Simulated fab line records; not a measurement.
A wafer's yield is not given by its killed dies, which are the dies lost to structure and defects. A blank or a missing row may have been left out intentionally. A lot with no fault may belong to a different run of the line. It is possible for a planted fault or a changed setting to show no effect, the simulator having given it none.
Matching of chambers || flow n5_finfet || 3 sister chambers for N5_FIN_SAQP_HM_DEP_72 on pecvd-01
The step deposits SiO2 from SiH4/N2O, target thk 12 nm, time 7.2 s. 3 wafers are shown with their chamber, then 10 later ones without.

== EACH WAFER AND ITS CHAMBER ==
{"wafer": "L084.4", "chamber": 1, "showerhead_plenum_p_Torr (Torr)": 8.31}
{"wafer": "L091.1", "chamber": 2, "showerhead_plenum_p_Torr (Torr)": 8.16}
{"wafer": "L091.2", "chamber": 0, "showerhead_plenum_p_Torr (Torr)": 8.06}

== WAFERS WITHOUT THEIR CHAMBER ==
{"wafer": "L091.3", "showerhead_plenum_p_Torr (Torr)": 8.28}
{"wafer": "L092.1", "showerhead_plenum_p_Torr (Torr)": 8.09}
{"wafer": "L092.2", "showerhead_plenum_p_Torr (Torr)": 8.19}
{"wafer": "L092.5", "showerhead_plenum_p_Torr (Torr)": 8.29}
{"wafer": "L095.4", "showerhead_plenum_p_Torr (Torr)": 8.09}
{"wafer": "L095.5", "showerhead_plenum_p_Torr (Torr)": 8.29}
{"wafer": "L095.6", "showerhead_plenum_p_Torr (Torr)": 8.16}
{"wafer": "L097.3", "showerhead_plenum_p_Torr (Torr)": 8.07}
{"wafer": "L097.4", "showerhead_plenum_p_Torr (Torr)": 8.07}
{"wafer": "L097.5", "showerhead_plenum_p_Torr (Torr)": 8.29}

== EACH ONE'S CHAMBER ==
{"wafer": "L091.3", "from the rows above": 1, "in truth": 1}
{"wafer": "L092.1", "from the rows above": "can't be placed: 0 or 2", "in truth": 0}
{"wafer": "L092.2", "from the rows above": 2, "in truth": 2}
{"wafer": "L092.5", "from the rows above": 1, "in truth": 1}
{"wafer": "L095.4", "from the rows above": "can't be placed: 0 or 2", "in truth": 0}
{"wafer": "L095.5", "from the rows above": 1, "in truth": 1}
{"wafer": "L095.6", "from the rows above": 2, "in truth": 2}
{"wafer": "L097.3", "from the rows above": 0, "in truth": 0}
{"wafer": "L097.4", "from the rows above": 0, "in truth": 0}
{"wafer": "L097.5", "from the rows above": 1, "in truth": 1}
Placed correctly: 8 of 10. From these rows, 2 cannot be placed; in 2 the true chamber is one of the candidates. Wrongly placed: 0.
How it was worked out, from the rows above alone: a wafer's distance from a chamber is the root of the sum, over the readings, of the square of ((its reading less the chamber's mean) divided by the reading's scatter). If the next closest chamber is less than 2 further off than the closest, the wafer can't be placed; otherwise it belongs to the closest. The mean given for a chamber averages the wafers shown for that chamber. The scatter: root of mean squared gap, hidden wafer to nearest shown wafer, with one shown wafer a chamber.
